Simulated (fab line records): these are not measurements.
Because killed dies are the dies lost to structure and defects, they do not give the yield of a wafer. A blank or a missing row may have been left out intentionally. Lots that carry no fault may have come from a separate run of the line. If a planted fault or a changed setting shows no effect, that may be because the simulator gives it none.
Chamber matching ; flow n5Finfet ; N5_BEOL_M2_STRIP_36 on rieDiel-05: 4 sister chambers
The step strips in N2/H2. 14 wafers are shown with their chamber, then 7 later ones without.

## WAFERS WITH THEIR CHAMBER
wafer;chamber;showerheadPlenumPTorr (Torr);throttleValvePct (%);oesProductAu (a.u.)
L075.3;2;2.50;23.70;0.70
L075.4;3;2.50;23.88;0.90
L075.6;0;2.66;23.57;0.79
L077.4;1;2.58;23.19;0.86
L077.5;3;2.49;23.91;0.90
L077.6;2;2.50;23.77;0.69
L078.2;2;2.50;23.74;0.69
L078.4;0;2.66;23.56;0.80
L078.5;0;2.66;23.54;0.79
L079.2;3;2.49;23.89;0.89
L079.3;0;2.66;23.56;0.77
L079.5;3;2.49;23.92;0.89
L080.1;0;2.65;23.56;0.79
L080.4;0;2.65;23.56;0.78

SIGNATURES (means of the wafers above)
reading;chamber 0;chamber 1;chamber 2;chamber 3;scatter within a chamber
showerheadPlenumPTorr;2.6567;2.5800;2.5000;2.4925;0.00456
throttleValvePct;23.5583;23.1900;23.7367;23.9000;0.0199
oesProductAu;0.7867;0.8600;0.6933;0.8950;0.00837
Rule: for each reading, subtract the chamber's mean from the wafer's reading, divide by that reading's scatter and square the result; add these up over the readings and take the root, which gives the wafer's distance from the chamber. If the next closest chamber is less than 2 further off than the closest, the wafer can't be placed; otherwise it belongs to the closest. How the scatter is found: for the shown wafers, subtract from each reading the mean of its chamber, square and add these, divide the total by (wafers less chambers), then take the root.

## WAFERS WHOSE CHAMBER IS MISSING
wafer;showerheadPlenumPTorr (Torr);throttleValvePct (%);oesProductAu (a.u.)
L080.6;2.49;23.92;0.89
L090.3;2.48;23.96;0.84
L090.4;2.49;23.39;0.91
L090.5;2.49;23.41;0.89
L095.2;2.49;23.44;0.89
L095.4;2.48;23.95;0.83
L095.6;2.56;23.29;0.80

## CHAMBER TAKEN BY EACH
wafer;from the rows above;in truth
L080.6;3;3
L090.3;3;3
L090.4;1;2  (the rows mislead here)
L090.5;can't be placed: 1 or 3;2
L095.2;can't be placed: 3 or 1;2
L095.4;3;3
L095.6;1;1
Correct placement for 4 of the 7. Can't be placed from these rows: 2 (the true chamber is among the candidates in 0). Wrongly placed: 1.
